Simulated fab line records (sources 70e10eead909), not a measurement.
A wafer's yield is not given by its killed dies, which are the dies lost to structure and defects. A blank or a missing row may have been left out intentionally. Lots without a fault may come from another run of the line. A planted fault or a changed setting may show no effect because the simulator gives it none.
Matching of chambers :: flow nand_harc :: NHARC_A_STAIRCASE_DEP_259 on pecvd-04: 3 sister chambers
The step deposits SiON, target thk 30 nm. 6 wafers are shown with their chamber, then 8 later ones without.

## WAFERS PAIRED WITH THEIR CHAMBERS
wafer: L087.4
chamber: 1
heater_power_w (W): 668
showerhead_vpp_V (V): 1130

wafer: L087.6
chamber: 2
heater_power_w (W): 736
showerhead_vpp_V (V): 1133

wafer: L089.3
chamber: 0
heater_power_w (W): 871
showerhead_vpp_V (V): 1136

wafer: L089.4
chamber: 2
heater_power_w (W): 746
showerhead_vpp_V (V): 1123

wafer: L089.6
chamber: 1
heater_power_w (W): 749
showerhead_vpp_V (V): 1140

wafer: L093.1
chamber: 0
heater_power_w (W): 947
showerhead_vpp_V (V): 1131

## WAFERS WHOSE CHAMBER IS MISSING
wafer: L093.3
heater_power_w (W): 730
showerhead_vpp_V (V): 1113

wafer: L093.4
heater_power_w (W): 973
showerhead_vpp_V (V): 1117

wafer: L095.4
heater_power_w (W): 723
showerhead_vpp_V (V): 1120

wafer: L095.5
heater_power_w (W): 995
showerhead_vpp_V (V): 1126

wafer: L095.6
heater_power_w (W): 764
showerhead_vpp_V (V): 1122

wafer: L097.2
heater_power_w (W): 955
showerhead_vpp_V (V): 1131

wafer: L097.3
heater_power_w (W): 711
showerhead_vpp_V (V): 1139

wafer: L097.5
heater_power_w (W): 804
showerhead_vpp_V (V): 1120

## THE CHAMBER EACH PASSED THROUGH
wafer: L093.3
from the rows above: can't be placed: 2 or 1
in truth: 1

wafer: L093.4
from the rows above: 0
in truth: 0

wafer: L095.4
from the rows above: can't be placed: 2 or 1
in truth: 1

wafer: L095.5
from the rows above: 0
in truth: 0

wafer: L095.6
from the rows above: can't be placed: 2 or 1
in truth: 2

wafer: L097.2
from the rows above: 0
in truth: 0

wafer: L097.3
from the rows above: can't be placed: 1 or 2
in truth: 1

wafer: L097.5
from the rows above: can't be placed: 2 or 0 or 1
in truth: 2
3 of 8 placed correctly. From these rows, 5 cannot be placed; in 5 the true chamber is one of the candidates. 0 placed wrongly.
How it was worked out, from the rows above alone: a wafer's distance from a chamber is the root of the sum, over the readings, of the square of ((its reading less the chamber's mean) divided by the reading's scatter). If the next closest chamber is less than 2 further off than the closest, the wafer can't be placed; otherwise it belongs to the closest. For every chamber, the mean is computed from those of its wafers that are shown. How the scatter is found: for the shown wafers, subtract from each reading the mean of its chamber, square and add these, divide the total by (wafers less chambers), then take the root.
